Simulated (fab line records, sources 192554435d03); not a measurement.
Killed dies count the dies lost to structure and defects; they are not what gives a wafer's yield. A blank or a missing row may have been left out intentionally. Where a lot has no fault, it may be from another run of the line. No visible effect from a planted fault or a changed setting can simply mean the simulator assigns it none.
Matching of chambers / flow n5_finfet / N5_BEOL_M15_DEP_53 on pecvd-02: 3 sister chambers
The step deposits SiCN from 3MS/NH3, target thk 50 nm, time 17.8 s. 3 wafers are shown with their chamber, then 9 later ones without.

WAFERS WITH THEIR CHAMBER
wafer=L089.2; chamber=2; throttle_valve_pct (%)=17.8
wafer=L089.4; chamber=0; throttle_valve_pct (%)=18.3
wafer=L089.6; chamber=1; throttle_valve_pct (%)=19.9

WAFERS WHOSE CHAMBER IS MISSING
wafer=L091.2; throttle_valve_pct (%)=19.8
wafer=L091.4; throttle_valve_pct (%)=17.9
wafer=L091.6; throttle_valve_pct (%)=19.9
wafer=L094.4; throttle_valve_pct (%)=17.8
wafer=L094.5; throttle_valve_pct (%)=17.8
wafer=L094.6; throttle_valve_pct (%)=18.4
wafer=L097.1; throttle_valve_pct (%)=18.6
wafer=L097.4; throttle_valve_pct (%)=16.1
wafer=L097.5; throttle_valve_pct (%)=18.3

CHAMBER TAKEN BY EACH
wafer=L091.2; from the rows above=1; in truth=1
wafer=L091.4; from the rows above=can't be placed: 2 or 0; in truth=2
wafer=L091.6; from the rows above=1; in truth=1
wafer=L094.4; from the rows above=can't be placed: 2 or 0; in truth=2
wafer=L094.5; from the rows above=can't be placed: 2 or 0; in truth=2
wafer=L094.6; from the rows above=can't be placed: 0 or 2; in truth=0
wafer=L097.1; from the rows above=can't be placed: 0 or 2 or 1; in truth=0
wafer=L097.4; from the rows above=can't be placed: 2 or 0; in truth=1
wafer=L097.5; from the rows above=can't be placed: 0 or 2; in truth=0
Correct placement for 2 of the 9. These rows do not allow placing 7 (true chamber among the candidates in 6). Wrongly placed: 0.
How it was worked out, from the rows above alone: a wafer's distance from a chamber is the root of the sum, over the readings, of the square of ((its reading less the chamber's mean) divided by the reading's scatter). If the next closest chamber is less than 2 further off than the closest, the wafer can't be placed; otherwise it belongs to the closest. For every chamber, the mean is computed from those of its wafers that are shown. The scatter: with one shown wafer a chamber, the root of the mean of the squares of how far each hidden wafer lies from its nearest shown one.
